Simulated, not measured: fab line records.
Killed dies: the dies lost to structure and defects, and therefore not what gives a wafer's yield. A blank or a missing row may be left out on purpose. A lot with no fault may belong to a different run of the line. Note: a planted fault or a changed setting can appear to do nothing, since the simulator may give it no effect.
fab line records || flow n5Finfet || part 2 of 2: steps 24 to 29 of 29
[record] {"lots": 5, "wafers": 15, "lastDay": 18}
route steps=1938 shown MOL_CONTACT_COAG@583
lots with no fault: from the same line, run without faults
startH: start of the lot's first displayed wafer, in hours after the record's first day || waitH: hours from the lot's prior step to this one || " same as the row above || L1.1+2: a single row standing in for several wafers || - no value, or no start was given || * or withheld: withheld || < > ~ a bound
route shown NAME@n: a module of which the file shows steps, and the number in the route of the first || usual: average and standard deviation across the fault-free wafers || same: alike in all rows || chamber/n: place in a boat || sites: the reading at each site || _std_site: how widely they spread, as a standard deviation || _edge_site: inner sites' mean taken away from outer sites' mean || radiusMm: for every site, how far away it sits from the centre of the wafer || mask NAME#n: copy n || behind: tool/chamber where the wafer was last shaped || hold: reason for holding the lot/hours on hold/outcome of the hold || device: the n, p or np transistor that did not switch || end of line: at the end of the route, the tests of the same wafers || a step given without rows: its recipe and nothing more || killed: at the first sort, the dies lost to defects and structure; wafer yield is something else || map: a wafer's dies, marking killed ones x, the rest . and places with no die _
set.NAME: the run value of the setting; set.NAME@STEP: its run value at that earlier step || model.NAME: the simulator's own value behind a step, which no gauge read
lots at some steps of the route; a table a step, a row a wafer
services: when a tool's chamber went out of use (startH, in hours from the record's first day, below 0 if earlier), for how many hours, and the reason
[[steps]]
[step N5_MOL_CONTACT_COAG_ETCH_65]
[recipe] {"chemistry": "N2/H2", "target": "underlayer", "targetDepthA": 130, "maskMaterial": "CAR-EUV", "timeS": 10.4, "ionEnergyEv": 200, "pressureMtorr": 30, "sourceW": 840, "biasW": 150, "n2FlowSccm": 200, "h2FlowSccm": 200, "ends": "cleared"}
[usual] {"drypumpMotorCurrentA": "5.7/0.49", "etchRfOnTimeS": "10.44/0.26", "oesProductAu": "0.66/0.061", "rfVppV": "524.4/2.3", "showerheadPlenumPTorr": "2.56/0.086", "throttleValvePct": "17.86/0.21"}
{"lot.wafer": "L084.2", "tool": "rieDiel-03", "chamber": 2, "startH": 158.65, "waitH": 0.0, "drypumpMotorCurrentA": 5.5, "etchRfOnTimeS": 10.69, "oesProductAu": 0.60, "rfHoursCounterH": 176, "rfVppV": 524.4, "showerheadPlenumPTorr": 2.53, "throttleValvePct": 17.85}
{"lot.wafer": "L084.4", "tool": "rieDiel-03", "chamber": 0, "startH": 158.65, "waitH": 0.0, "drypumpMotorCurrentA": 4.8, "etchRfOnTimeS": 10.38, "oesProductAu": 0.65, "rfHoursCounterH": 158, "rfVppV": 520.1, "showerheadPlenumPTorr": 2.43, "throttleValvePct": 18.04}
{"lot.wafer": "L084.6", "tool": "rieDiel-03", "chamber": 2, "startH": 158.65, "waitH": 0.0, "drypumpMotorCurrentA": 5.5, "etchRfOnTimeS": 10.75, "oesProductAu": 0.61, "rfHoursCounterH": "-", "rfVppV": 522.4, "showerheadPlenumPTorr": 2.52, "throttleValvePct": 17.85}
{"lot.wafer": "L085.1", "tool": "rieDiel-04", "chamber": 2, "startH": 167.39, "waitH": 0.0, "drypumpMotorCurrentA": 5.4, "etchRfOnTimeS": 10.51, "oesProductAu": 0.75, "rfHoursCounterH": 32, "rfVppV": 521.9, "showerheadPlenumPTorr": 2.48, "throttleValvePct": 17.77}
{"lot.wafer": "L085.3", "tool": "rieDiel-04", "chamber": 0, "startH": 167.39, "waitH": 0.0, "drypumpMotorCurrentA": 6.0, "etchRfOnTimeS": 9.98, "oesProductAu": 0.78, "rfHoursCounterH": 24, "rfVppV": 523.6, "showerheadPlenumPTorr": 2.60, "throttleValvePct": 17.97}
{"lot.wafer": "L085.5", "tool": "rieDiel-04", "chamber": 0, "startH": 167.39, "waitH": 0.0, "drypumpMotorCurrentA": 6.1, "etchRfOnTimeS": 10.07, "oesProductAu": 0.78, "rfHoursCounterH": "-", "rfVppV": 524.0, "showerheadPlenumPTorr": 2.60, "throttleValvePct": 17.96}
{"lot.wafer": "L087.1", "tool": "rieDiel-03", "chamber": 1, "startH": 178.66, "waitH": 0.0, "drypumpMotorCurrentA": 6.4, "etchRfOnTimeS": 10.27, "oesProductAu": 0.67, "rfHoursCounterH": 101, "rfVppV": 528.0, "showerheadPlenumPTorr": 2.69, "throttleValvePct": 18.07}
{"lot.wafer": "L087.2", "tool": "rieDiel-03", "chamber": 3, "startH": 178.66, "waitH": 0.0, "drypumpMotorCurrentA": 6.0, "etchRfOnTimeS": 10.20, "oesProductAu": 0.64, "rfHoursCounterH": 163, "rfVppV": 522.9, "showerheadPlenumPTorr": 2.54, "throttleValvePct": 18.15}
{"lot.wafer": "L087.3", "tool": "rieDiel-03", "chamber": 0, "startH": 178.66, "waitH": 0.0, "drypumpMotorCurrentA": 4.8, "etchRfOnTimeS": 10.39, "oesProductAu": 0.64, "rfHoursCounterH": 164, "rfVppV": 521.6, "showerheadPlenumPTorr": 2.43, "throttleValvePct": 18.06}
{"lot.wafer": "L089.1", "tool": "rieDiel-01", "chamber": 3, "startH": 187.64, "waitH": 0.0, "drypumpMotorCurrentA": 5.9, "etchRfOnTimeS": 10.20, "oesProductAu": 0.72, "rfHoursCounterH": 60, "rfVppV": 525.0, "showerheadPlenumPTorr": 2.57, "throttleValvePct": 17.41}
{"lot.wafer": "L089.3", "tool": "rieDiel-01", "chamber": 0, "startH": 187.64, "waitH": 0.0, "drypumpMotorCurrentA": 5.9, "etchRfOnTimeS": 11.03, "oesProductAu": 0.60, "rfHoursCounterH": 217, "rfVppV": 523.4, "showerheadPlenumPTorr": 2.50, "throttleValvePct": 17.69}
{"lot.wafer": "L089.6", "tool": "rieDiel-01", "chamber": 3, "startH": 187.64, "waitH": 0.0, "drypumpMotorCurrentA": 5.8, "etchRfOnTimeS": 10.05, "oesProductAu": 0.73, "rfHoursCounterH": "-", "rfVppV": 524.5, "showerheadPlenumPTorr": 2.57, "throttleValvePct": 17.42}
{"lot.wafer": "L090.3", "tool": "rieDiel-01", "chamber": 2, "startH": 194.14, "waitH": 0.0, "drypumpMotorCurrentA": 5.1, "etchRfOnTimeS": 10.53, "oesProductAu": 0.58, "rfHoursCounterH": 244, "rfVppV": 524.7, "showerheadPlenumPTorr": 2.48, "throttleValvePct": 18.00}
{"lot.wafer": "L090.4", "tool": "rieDiel-01", "chamber": 0, "startH": 194.14, "waitH": 0.0, "drypumpMotorCurrentA": 5.8, "etchRfOnTimeS": 10.78, "oesProductAu": 0.59, "rfHoursCounterH": 218, "rfVppV": 522.3, "showerheadPlenumPTorr": 2.50, "throttleValvePct": 17.68}
{"lot.wafer": "L090.6", "tool": "rieDiel-01", "chamber": 3, "startH": 194.14, "waitH": 0.0, "drypumpMotorCurrentA": 5.8, "etchRfOnTimeS": 10.03, "oesProductAu": 0.73, "rfHoursCounterH": "-", "rfVppV": 524.4, "showerheadPlenumPTorr": 2.57, "throttleValvePct": 17.43}
[step N5_MOL_CONTACT_COAG_ETCH_66]
[recipe] {"chemistry": "CF4", "target": "SiARC", "targetDepthA": 130, "maskMaterial": "CAR-EUV", "timeS": 21.7, "ionEnergyEv": 80, "pressureMtorr": 40, "sourceW": 545, "biasW": 36, "Ar_flow_sccm": 100, "cf4FlowSccm": 100, "ends": "cleared"}
[usual] {"drypumpMotorCurrentA": "5.7/0.49", "etchRfOnTimeS": "21.8/0.6", "oesProductAu": "0.65/0.063", "rfVppV": "184.2/1.1", "showerheadPlenumPTorr": "2.15/0.063", "throttleValvePct": "15.61/0.23"}
{"lot.wafer": "L084.2", "tool": "rieDiel-03", "chamber": 2, "startH": 158.67, "waitH": 0.0, "drypumpMotorCurrentA": 5.5, "etchRfOnTimeS": 22.6, "oesProductAu": 0.60, "rfHoursCounterH": 176, "rfVppV": 183.7, "showerheadPlenumPTorr": 2.13, "throttleValvePct": 15.75}
{"lot.wafer": "L084.4", "tool": "rieDiel-03", "chamber": 0, "startH": 158.67, "waitH": 0.0, "drypumpMotorCurrentA": 4.7, "etchRfOnTimeS": 22.1, "oesProductAu": 0.64, "rfHoursCounterH": 158, "rfVppV": 182.9, "showerheadPlenumPTorr": 2.05, "throttleValvePct": 15.73}
{"lot.wafer": "L084.6", "tool": "rieDiel-03", "chamber": 2, "startH": 158.67, "waitH": 0.0, "drypumpMotorCurrentA": 5.5, "etchRfOnTimeS": 22.6, "oesProductAu": 0.61, "rfHoursCounterH": "-", "rfVppV": 183.3, "showerheadPlenumPTorr": 2.13, "throttleValvePct": 15.76}
{"lot.wafer": "L085.1", "tool": "rieDiel-04", "chamber": 2, "startH": 167.41, "waitH": 0.0, "drypumpMotorCurrentA": 5.4, "etchRfOnTimeS": 22.1, "oesProductAu": 0.74, "rfHoursCounterH": 32, "rfVppV": 183.7, "showerheadPlenumPTorr": 2.11, "throttleValvePct": 15.61}
{"lot.wafer": "L085.3", "tool": "rieDiel-04", "chamber": 0, "startH": 167.41, "waitH": 0.0, "drypumpMotorCurrentA": 6.0, "etchRfOnTimeS": 20.6, "oesProductAu": 0.79, "rfHoursCounterH": 24, "rfVppV": 185.4, "showerheadPlenumPTorr": 2.20, "throttleValvePct": 15.70}
{"lot.wafer": "L085.5", "tool": "rieDiel-04", "chamber": 0, "startH": 167.41, "waitH": 0.0, "drypumpMotorCurrentA": 6.0, "etchRfOnTimeS": 20.7, "oesProductAu": 0.79, "rfHoursCounterH": "-", "rfVppV": 185.1, "showerheadPlenumPTorr": 2.20, "throttleValvePct": 15.69}
{"lot.wafer": "L087.1", "tool": "rieDiel-03", "chamber": 1, "startH": 178.68, "waitH": 0.0, "drypumpMotorCurrentA": 6.4, "etchRfOnTimeS": 21.6, "oesProductAu": 0.67, "rfHoursCounterH": 101, "rfVppV": 184.4, "showerheadPlenumPTorr": 2.24, "throttleValvePct": 15.72}
{"lot.wafer": "L087.2", "tool": "rieDiel-03", "chamber": 3, "startH": 178.68, "waitH": 0.0, "drypumpMotorCurrentA": 6.0, "etchRfOnTimeS": 21.4, "oesProductAu": 0.64, "rfHoursCounterH": 163, "rfVppV": 183.2, "showerheadPlenumPTorr": 2.13, "throttleValvePct": 15.80}
{"lot.wafer": "L087.3", "tool": "rieDiel-03", "chamber": 0, "startH": 178.68, "waitH": 0.0, "drypumpMotorCurrentA": 4.8, "etchRfOnTimeS": 21.8, "oesProductAu": 0.64, "rfHoursCounterH": 164, "rfVppV": 181.3, "showerheadPlenumPTorr": 2.04, "throttleValvePct": 15.74}
{"lot.wafer": "L089.1", "tool": "rieDiel-01", "chamber": 3, "startH": 187.66, "waitH": 0.0, "drypumpMotorCurrentA": 5.8, "etchRfOnTimeS": 20.9, "oesProductAu": 0.73, "rfHoursCounterH": 60, "rfVppV": 184.2, "showerheadPlenumPTorr": 2.16, "throttleValvePct": 15.11}
{"lot.wafer": "L089.3", "tool": "rieDiel-01", "chamber": 0, "startH": 187.66, "waitH": 0.0, "drypumpMotorCurrentA": 5.8, "etchRfOnTimeS": 22.6, "oesProductAu": 0.60, "rfHoursCounterH": 217, "rfVppV": 185.3, "showerheadPlenumPTorr": 2.11, "throttleValvePct": 15.57}
{"lot.wafer": "L089.6", "tool": "rieDiel-01", "chamber": 3, "startH": 187.66, "waitH": 0.0, "drypumpMotorCurrentA": 5.8, "etchRfOnTimeS": 20.9, "oesProductAu": 0.73, "rfHoursCounterH": "-", "rfVppV": 185.2, "showerheadPlenumPTorr": 2.16, "throttleValvePct": 15.09}
{"lot.wafer": "L090.3", "tool": "rieDiel-01", "chamber": 2, "startH": 194.16, "waitH": 0.0, "drypumpMotorCurrentA": 5.1, "etchRfOnTimeS": 22.1, "oesProductAu": 0.58, "rfHoursCounterH": 244, "rfVppV": 183.4, "showerheadPlenumPTorr": 2.12, "throttleValvePct": 15.98}
{"lot.wafer": "L090.4", "tool": "rieDiel-01", "chamber": 0, "startH": 194.16, "waitH": 0.0, "drypumpMotorCurrentA": 5.8, "etchRfOnTimeS": 22.9, "oesProductAu": 0.58, "rfHoursCounterH": 218, "rfVppV": 184.4, "showerheadPlenumPTorr": 2.11, "throttleValvePct": 15.55}
{"lot.wafer": "L090.6", "tool": "rieDiel-01", "chamber": 3, "startH": 194.16, "waitH": 0.0, "drypumpMotorCurrentA": 5.8, "etchRfOnTimeS": 21.1, "oesProductAu": 0.73, "rfHoursCounterH": "-", "rfVppV": 183.4, "showerheadPlenumPTorr": 2.16, "throttleValvePct": 15.11}
[step N5_MOL_CONTACT_COAG_ALD_133]
[recipe] {"material": "SiO2", "targetThkA": 50, "tempC": 100, "aldPrecursorFamily": "BDEAS", "aldCoReactant": "O2-plasma", "pulseTimeS": 1, "coReactantPulseTimeS": 1, "purgeTimeS": 2, "coReactantPurgeTimeS": 2, "aldCycles": 35, "pressureTorr": 2}
[usual] {"chamberPressureTorr": "2.000/0.0046", "heaterPowerW": "75/6.4", "precursorPulseHeightRel": "0.998/0.019"}
[same] {"purgeTimeS": 2}
{"lot.wafer": "L084.2", "tool": "aldSin-01", "chamber": 0, "startH": 158.91, "waitH": 0.2, "chamberPressureTorr": 1.997, "heaterPowerW": 89, "precursorPulseHeightRel": 1.008}
{"lot.wafer": "L084.4", "tool": "aldSin-01", "chamber": 1, "startH": 158.91, "waitH": 0.2, "chamberPressureTorr": 2.004, "heaterPowerW": 69, "precursorPulseHeightRel": 1.032}
{"lot.wafer": "L084.6", "tool": "aldSin-01", "chamber": 2, "startH": 158.91, "waitH": 0.2, "chamberPressureTorr": 1.998, "heaterPowerW": 70, "precursorPulseHeightRel": 0.990}
{"lot.wafer": "L085.1", "tool": "aldSin-03", "chamber": 1, "startH": 167.49, "waitH": 0.1, "chamberPressureTorr": 1.999, "heaterPowerW": 75, "precursorPulseHeightRel": 0.967}
{"lot.wafer": "L085.3", "tool": "aldSin-03", "chamber": 0, "startH": 167.49, "waitH": 0.1, "chamberPressureTorr": 2.006, "heaterPowerW": 76, "precursorPulseHeightRel": 1.008}
{"lot.wafer": "L085.5", "tool": "aldSin-03", "chamber": 2, "startH": 167.49, "waitH": 0.1, "chamberPressureTorr": 1.995, "heaterPowerW": 76, "precursorPulseHeightRel": 0.970}
{"lot.wafer": "L087.1", "tool": "aldSin-01", "chamber": 2, "startH": 178.76, "waitH": 0.1, "chamberPressureTorr": 2.003, "heaterPowerW": 68, "precursorPulseHeightRel": 1.009}
{"lot.wafer": "L087.2", "tool": "aldSin-01", "chamber": 3, "startH": 178.76, "waitH": 0.1, "chamberPressureTorr": 2.004, "heaterPowerW": 77, "precursorPulseHeightRel": 1.036}
{"lot.wafer": "L087.3", "tool": "aldSin-01", "chamber": 0, "startH": 178.76, "waitH": 0.1, "chamberPressureTorr": 2.002, "heaterPowerW": 86, "precursorPulseHeightRel": 0.986}
{"lot.wafer": "L089.1", "tool": "aldSin-01", "chamber": 0, "startH": 187.86, "waitH": 0.2, "chamberPressureTorr": 1.996, "heaterPowerW": 86, "precursorPulseHeightRel": 1.000}
{"lot.wafer": "L089.3", "tool": "aldSin-01", "chamber": 2, "startH": 187.86, "waitH": 0.2, "chamberPressureTorr": 2.001, "heaterPowerW": 68, "precursorPulseHeightRel": 1.002}
{"lot.wafer": "L089.6", "tool": "aldSin-01", "chamber": 1, "startH": 187.86, "waitH": 0.2, "chamberPressureTorr": 1.994, "heaterPowerW": 68, "precursorPulseHeightRel": 0.974}
{"lot.wafer": "L090.3", "tool": "aldSin-03", "chamber": 1, "startH": 194.25, "waitH": 0.1, "chamberPressureTorr": 2.000, "heaterPowerW": 70, "precursorPulseHeightRel": 1.011}
{"lot.wafer": "L090.4", "tool": "aldSin-03", "chamber": 2, "startH": 194.25, "waitH": 0.1, "chamberPressureTorr": 2.000, "heaterPowerW": 72, "precursorPulseHeightRel": 0.991}
{"lot.wafer": "L090.6", "tool": "aldSin-03", "chamber": 2, "startH": 194.25, "waitH": 0.1, "chamberPressureTorr": 1.992, "heaterPowerW": 70, "precursorPulseHeightRel": 0.992}
[step N5_MOL_CONTACT_COAG_ETCHBACK_134]
[recipe] {"chemistry": "CHF3", "target": "SiO2", "targetDepthA": 100, "timeS": 6.7, "ionEnergyEv": 200, "pressureMtorr": 30, "sourceW": 610, "biasW": 170, "Ar_flow_sccm": 200, "CHF3_flow_sccm": 50}
[usual] {"drypumpMotorCurrentA": "5.7/0.49", "oes_f_703_au": "0.77/0.077", "oesProductAu": "0.77/0.08", "rfVppV": "529/7.7", "showerheadPlenumPTorr": "2.40/0.072", "throttleValvePct": "18.73/0.23"}
{"lot.wafer": "L084.2", "tool": "rieDiel-03", "chamber": 1, "startH": 159.09, "waitH": 0.1, "drypumpMotorCurrentA": 6.4, "oes_f_703_au": 0.79, "oesProductAu": 0.79, "rfHoursCounterH": 96, "rfVppV": 529, "showerheadPlenumPTorr": 2.50, "throttleValvePct": 18.79}
{"lot.wafer": "L084.4", "tool": "rieDiel-03", "chamber": 0, "startH": 159.09, "waitH": 0.1, "drypumpMotorCurrentA": 4.7, "oes_f_703_au": 0.75, "oesProductAu": 0.76, "rfHoursCounterH": 158, "rfVppV": 514, "showerheadPlenumPTorr": 2.27, "throttleValvePct": 18.84}
{"lot.wafer": "L084.6", "tool": "rieDiel-03", "chamber": 2, "startH": 159.09, "waitH": 0.1, "drypumpMotorCurrentA": 5.5, "oes_f_703_au": 0.70, "oesProductAu": 0.72, "rfHoursCounterH": "-", "rfVppV": 545, "showerheadPlenumPTorr": 2.37, "throttleValvePct": 18.87}
{"lot.wafer": "L085.1", "tool": "rieDiel-03", "chamber": 2, "startH": 167.67, "waitH": 0.1, "drypumpMotorCurrentA": 5.5, "oes_f_703_au": 0.71, "oesProductAu": 0.72, "rfHoursCounterH": 178, "rfVppV": 543, "showerheadPlenumPTorr": 2.37, "throttleValvePct": 18.86}
{"lot.wafer": "L085.3", "tool": "rieDiel-03", "chamber": 1, "startH": 167.67, "waitH": 0.1, "drypumpMotorCurrentA": 6.5, "oes_f_703_au": 0.78, "oesProductAu": 0.80, "rfHoursCounterH": 98, "rfVppV": 528, "showerheadPlenumPTorr": 2.50, "throttleValvePct": 18.81}
{"lot.wafer": "L085.5", "tool": "rieDiel-03", "chamber": 2, "startH": 167.67, "waitH": 0.1, "drypumpMotorCurrentA": 5.5, "oes_f_703_au": 0.71, "oesProductAu": 0.72, "rfHoursCounterH": "-", "rfVppV": 545, "showerheadPlenumPTorr": 2.37, "throttleValvePct": 18.87}
{"lot.wafer": "L087.1", "tool": "rieDiel-01", "chamber": 3, "startH": 178.94, "waitH": 0.1, "drypumpMotorCurrentA": 5.9, "oes_f_703_au": 0.85, "oesProductAu": 0.85, "rfHoursCounterH": 58, "rfVppV": 532, "showerheadPlenumPTorr": 2.40, "throttleValvePct": 18.22}
{"lot.wafer": "L087.2", "tool": "rieDiel-01", "chamber": 2, "startH": 178.94, "waitH": 0.1, "drypumpMotorCurrentA": 5.1, "oes_f_703_au": 0.69, "oesProductAu": 0.68, "rfHoursCounterH": 239, "rfVppV": 523, "showerheadPlenumPTorr": 2.36, "throttleValvePct": 19.08}
{"lot.wafer": "L087.3", "tool": "rieDiel-01", "chamber": 0, "startH": 178.94, "waitH": 0.1, "drypumpMotorCurrentA": 5.8, "oes_f_703_au": 0.69, "oesProductAu": 0.71, "rfHoursCounterH": 215, "rfVppV": 530, "showerheadPlenumPTorr": 2.36, "throttleValvePct": 18.66}
{"lot.wafer": "L089.1", "tool": "rieDiel-04", "chamber": 0, "startH": 188.23, "waitH": 0.3, "drypumpMotorCurrentA": 6.0, "oes_f_703_au": 0.89, "oesProductAu": 0.91, "rfHoursCounterH": 30, "rfVppV": 535, "showerheadPlenumPTorr": 2.44, "throttleValvePct": 18.86}
{"lot.wafer": "L089.3", "tool": "rieDiel-04", "chamber": 2, "startH": 188.23, "waitH": 0.3, "drypumpMotorCurrentA": 5.4, "oes_f_703_au": 0.85, "oesProductAu": 0.87, "rfHoursCounterH": 36, "rfVppV": 536, "showerheadPlenumPTorr": 2.33, "throttleValvePct": 18.69}
{"lot.wafer": "L089.6", "tool": "rieDiel-04", "chamber": 0, "startH": 188.23, "waitH": 0.3, "drypumpMotorCurrentA": 6.0, "oes_f_703_au": 0.90, "oesProductAu": 0.91, "rfHoursCounterH": "-", "rfVppV": 533, "showerheadPlenumPTorr": 2.44, "throttleValvePct": 18.87}
{"lot.wafer": "L090.3", "tool": "rieDiel-03", "chamber": 0, "startH": 194.51, "waitH": 0.2, "drypumpMotorCurrentA": 4.7, "oes_f_703_au": 0.75, "oesProductAu": 0.74, "rfHoursCounterH": 169, "rfVppV": 515, "showerheadPlenumPTorr": 2.27, "throttleValvePct": 18.86}
{"lot.wafer": "L090.4", "tool": "rieDiel-03", "chamber": 2, "startH": 194.51, "waitH": 0.2, "drypumpMotorCurrentA": 5.5, "oes_f_703_au": 0.69, "oesProductAu": 0.70, "rfHoursCounterH": 186, "rfVppV": 545, "showerheadPlenumPTorr": 2.37, "throttleValvePct": 18.89}
{"lot.wafer": "L090.6", "tool": "rieDiel-03", "chamber": 0, "startH": 194.51, "waitH": 0.2, "drypumpMotorCurrentA": 4.8, "oes_f_703_au": 0.75, "oesProductAu": 0.75, "rfHoursCounterH": "-", "rfVppV": 516, "showerheadPlenumPTorr": 2.27, "throttleValvePct": 18.86}
[step N5_MOL_CONTACT_COAG_ETCH_67]
[recipe] {"chemistry": "N2/H2", "target": "SOC", "targetDepthA": 600, "overetchA": 210, "maskMaterial": "SiARC", "tempC": 40, "timeS": 101.2, "ionEnergyEv": 200, "pressureMtorr": 30, "sourceW": 840, "biasW": 150, "n2FlowSccm": 200, "h2FlowSccm": 200}
[usual] {"drypumpMotorCurrentA": "5.7/0.49", "oesProductAu": "0.65/0.061", "rfVppV": "524.5/2.4", "showerheadPlenumPTorr": "2.56/0.088", "throttleValvePct": "17.81/0.22"}
{"lot.wafer": "L084.2", "tool": "rieDiel-03", "chamber": 1, "startH": 159.12, "waitH": 0.0, "drypumpMotorCurrentA": 6.4, "oesProductAu": 0.66, "rfHoursCounterH": 96, "rfVppV": 527.7, "showerheadPlenumPTorr": 2.69, "throttleValvePct": 18.02}
{"lot.wafer": "L084.4", "tool": "rieDiel-03", "chamber": 0, "startH": 159.12, "waitH": 0.0, "drypumpMotorCurrentA": 4.8, "oesProductAu": 0.64, "rfHoursCounterH": 158, "rfVppV": 521.6, "showerheadPlenumPTorr": 2.43, "throttleValvePct": 18.02}
{"lot.wafer": "L084.6", "tool": "rieDiel-03", "chamber": 2, "startH": 159.12, "waitH": 0.0, "drypumpMotorCurrentA": 5.5, "oesProductAu": 0.61, "rfHoursCounterH": "-", "rfVppV": 524.1, "showerheadPlenumPTorr": 2.52, "throttleValvePct": 17.83}
{"lot.wafer": "L085.1", "tool": "rieDiel-03", "chamber": 2, "startH": 167.71, "waitH": 0.0, "drypumpMotorCurrentA": 5.5, "oesProductAu": 0.60, "rfHoursCounterH": 178, "rfVppV": 524.5, "showerheadPlenumPTorr": 2.52, "throttleValvePct": 17.83}
{"lot.wafer": "L085.3", "tool": "rieDiel-03", "chamber": 1, "startH": 167.71, "waitH": 0.0, "drypumpMotorCurrentA": 6.4, "oesProductAu": 0.65, "rfHoursCounterH": 98, "rfVppV": 527.0, "showerheadPlenumPTorr": 2.69, "throttleValvePct": 18.03}
{"lot.wafer": "L085.5", "tool": "rieDiel-03", "chamber": 2, "startH": 167.71, "waitH": 0.0, "drypumpMotorCurrentA": 5.5, "oesProductAu": 0.61, "rfHoursCounterH": "-", "rfVppV": 525.6, "showerheadPlenumPTorr": 2.52, "throttleValvePct": 17.84}
{"lot.wafer": "L087.1", "tool": "rieDiel-01", "chamber": 3, "startH": 178.97, "waitH": 0.0, "drypumpMotorCurrentA": 5.8, "oesProductAu": 0.70, "rfHoursCounterH": 58, "rfVppV": 525.6, "showerheadPlenumPTorr": 2.57, "throttleValvePct": 17.38}
{"lot.wafer": "L087.2", "tool": "rieDiel-01", "chamber": 2, "startH": 178.97, "waitH": 0.0, "drypumpMotorCurrentA": 5.1, "oesProductAu": 0.58, "rfHoursCounterH": 239, "rfVppV": 522.8, "showerheadPlenumPTorr": 2.49, "throttleValvePct": 17.96}
{"lot.wafer": "L087.3", "tool": "rieDiel-01", "chamber": 0, "startH": 178.97, "waitH": 0.0, "drypumpMotorCurrentA": 5.8, "oesProductAu": 0.60, "rfHoursCounterH": 215, "rfVppV": 522.3, "showerheadPlenumPTorr": 2.50, "throttleValvePct": 17.65}
{"lot.wafer": "L089.1", "tool": "rieDiel-04", "chamber": 0, "startH": 188.26, "waitH": 0.0, "drypumpMotorCurrentA": 6.0, "oesProductAu": 0.75, "rfHoursCounterH": 30, "rfVppV": 525.5, "showerheadPlenumPTorr": 2.60, "throttleValvePct": 17.94}
{"lot.wafer": "L089.3", "tool": "rieDiel-04", "chamber": 2, "startH": 188.26, "waitH": 0.0, "drypumpMotorCurrentA": 5.4, "oesProductAu": 0.73, "rfHoursCounterH": 36, "rfVppV": 522.7, "showerheadPlenumPTorr": 2.47, "throttleValvePct": 17.73}
{"lot.wafer": "L089.6", "tool": "rieDiel-04", "chamber": 0, "startH": 188.26, "waitH": 0.0, "drypumpMotorCurrentA": 6.0, "oesProductAu": 0.75, "rfHoursCounterH": "-", "rfVppV": 526.5, "showerheadPlenumPTorr": 2.60, "throttleValvePct": 17.95}
{"lot.wafer": "L090.3", "tool": "rieDiel-03", "chamber": 0, "startH": 194.54, "waitH": 0.0, "drypumpMotorCurrentA": 4.8, "oesProductAu": 0.62, "rfHoursCounterH": 169, "rfVppV": 521.2, "showerheadPlenumPTorr": 2.42, "throttleValvePct": 18.03}
{"lot.wafer": "L090.4", "tool": "rieDiel-03", "chamber": 2, "startH": 194.54, "waitH": 0.0, "drypumpMotorCurrentA": 5.5, "oesProductAu": 0.60, "rfHoursCounterH": 186, "rfVppV": 523.4, "showerheadPlenumPTorr": 2.52, "throttleValvePct": 17.84}
{"lot.wafer": "L090.6", "tool": "rieDiel-03", "chamber": 0, "startH": 194.54, "waitH": 0.0, "drypumpMotorCurrentA": 4.7, "oesProductAu": 0.62, "rfHoursCounterH": "-", "rfVppV": 520.6, "showerheadPlenumPTorr": 2.42, "throttleValvePct": 18.04}
[step N5_MOL_CONTACT_COAG_STRIP_68]
[recipe] {"chemistry": "N2/H2", "tempC": 40, "n2FlowSccm": 200, "h2FlowSccm": 200, "rfFrequencyHz": 6e+07}
{"lot.wafer": "L084.2+4+6", "tool": "rieDiel-03", "chamber": "1,0,2", "startH": 159.19, "waitH": 0.0}
{"lot.wafer": "L085.1+3+5", "tool": "rieDiel-03", "chamber": "2,1,2", "startH": 167.78, "waitH": 0.0}
{"lot.wafer": "L087.1+2+3", "tool": "rieDiel-01", "chamber": "3,2,0", "startH": 179.04, "waitH": 0.0}
{"lot.wafer": "L089.1+3+6", "tool": "rieDiel-04", "chamber": "0,2,0", "startH": 188.33, "waitH": 0.0}
{"lot.wafer": "L090.3+4+6", "tool": "rieDiel-03", "chamber": "0,2,0", "startH": 194.61, "waitH": 0.0}
[[services]]
{"tool": "rieDiel-01", "chamber": "-", "startH": 135.86, "hours": 0.6, "kind": "repair"}
{"tool": "euvScanner-02", "chamber": "-", "startH": 137.36, "hours": 5.8, "kind": "pm"}
{"tool": "euvScanner-01", "chamber": "-", "startH": 143.14, "hours": 1.0, "kind": "pm"}
{"tool": "euvScanner-01", "chamber": "-", "startH": 144.15, "hours": 4.6, "kind": "pm"}
{"tool": "rieDiel-04", "chamber": "-", "startH": 145.91, "hours": 2.8, "kind": "pm"}
{"tool": "euvScanner-01", "chamber": "-", "startH": 150.32, "hours": 1.4, "kind": "repair"}
{"tool": "euvScanner-02", "chamber": "-", "startH": 166.58, "hours": 3.3, "kind": "repair"}
{"tool": "euvScanner-02", "chamber": "-", "startH": 171.01, "hours": 1.0, "kind": "pm"}
{"tool": "aldSin-03", "chamber": "-", "startH": 177.01, "hours": 14.0, "kind": "pm"}
{"tool": "aldSin-03", "chamber": 0, "startH": 177.01, "hours": 14.0, "kind": "ventCycle"}
{"tool": "aldSin-03", "chamber": 1, "startH": 177.01, "hours": 14.0, "kind": "ventCycle"}
{"tool": "aldSin-03", "chamber": 2, "startH": 177.01, "hours": 14.0, "kind": "ventCycle"}
{"tool": "aldSin-03", "chamber": 3, "startH": 177.01, "hours": 14.0, "kind": "ventCycle"}
{"tool": "euvScanner-02", "chamber": "-", "startH": 183.31, "hours": 0.4, "kind": "repair"}
{"tool": "aldSin-03", "chamber": 0, "startH": 191.01, "hours": "-", "kind": "clean"}
{"tool": "aldSin-03", "chamber": 1, "startH": 191.01, "hours": "-", "kind": "clean"}
{"tool": "aldSin-03", "chamber": 2, "startH": 191.01, "hours": "-", "kind": "clean"}
{"tool": "aldSin-03", "chamber": 3, "startH": 191.01, "hours": "-", "kind": "clean"}
{"tool": "rieDiel-04", "chamber": 1, "startH": 192.11, "hours": "-", "kind": "clean"}
{"tool": "rieDiel-04", "chamber": 1, "startH": 192.11, "hours": "-", "kind": "consumableReplace:focusRing"}
{"tool": "rieDiel-04", "chamber": 1, "startH": 192.11, "hours": "-", "kind": "consumableReplace:showerhead"}
{"tool": "rieDiel-04", "chamber": 1, "startH": 192.11, "hours": 29.8, "kind": "scheduledDown"}
{"tool": "rieDiel-04", "chamber": 1, "startH": 192.11, "hours": 29.8, "kind": "ventCycle"}
{"tool": "euvScanner-01", "chamber": "-", "startH": 194.37, "hours": 1.0, "kind": "pm"}
